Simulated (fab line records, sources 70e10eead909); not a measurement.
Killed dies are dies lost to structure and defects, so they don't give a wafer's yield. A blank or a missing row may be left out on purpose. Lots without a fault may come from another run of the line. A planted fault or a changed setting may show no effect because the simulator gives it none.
Chamber matching | flow nand_harc | NHARC_A_CHANNEL_HOLE_D2_ETCH_38 on rie_diel-04: 4 sister chambers
The step etches the open film in CF4, target depth 39 nm, time 65 s. 7 wafers are shown with their chamber, then 7 later ones without.

WAFERS WITH THEIR CHAMBER
wafer  | chamber | showerhead_plenum_p_Torr (Torr) | rf_vpp_V (V)
L376.4 | 3       | 1.74                            | 150.9
L378.5 | 0       | 1.79                            | 150.9
L379.1 | 0       | 1.79                            | 151.5
L379.2 | 2       | 1.69                            | 150.6
L379.3 | 1       | 1.66                            | 151.2
L384.2 | 1       | 1.65                            | 151.1
L384.3 | 2       | 1.69                            | 151.5

WAFERS WITHOUT THEIR CHAMBER
wafer  | showerhead_plenum_p_Torr (Torr) | rf_vpp_V (V)
L384.6 | 1.65                            | 149.6
L392.3 | 1.69                            | 149.6
L392.4 | 1.73                            | 150.2
L392.5 | 1.78                            | 151.0
L396.1 | 1.65                            | 149.5
L396.3 | 1.78                            | 150.8
L396.6 | 1.73                            | 150.9

WHICH CHAMBER EACH WENT THROUGH
wafer  | from the rows above | in truth
L384.6 | 1                   | 1
L392.3 | 2                   | 2
L392.4 | 3                   | 3
L392.5 | 0                   | 0
L396.1 | 1                   | 1
L396.3 | 0                   | 0
L396.6 | 3                   | 3
Placed correctly: 7 of 7. Can't be placed from these rows: 0. Placed wrongly: 0.
How it was worked out, from the rows above alone: a wafer's distance from a chamber is the root of the sum, over the readings, of the square of ((its reading less the chamber's mean) divided by the reading's scatter). The wafer belongs to the nearest chamber; if the next one is less than 2 further off, it can't be placed. A chamber's mean is the mean of its shown wafers. The scatter: the root of (the sum of the squares of (reading less its chamber's mean) over the shown wafers, divided by (wafers less chambers)).
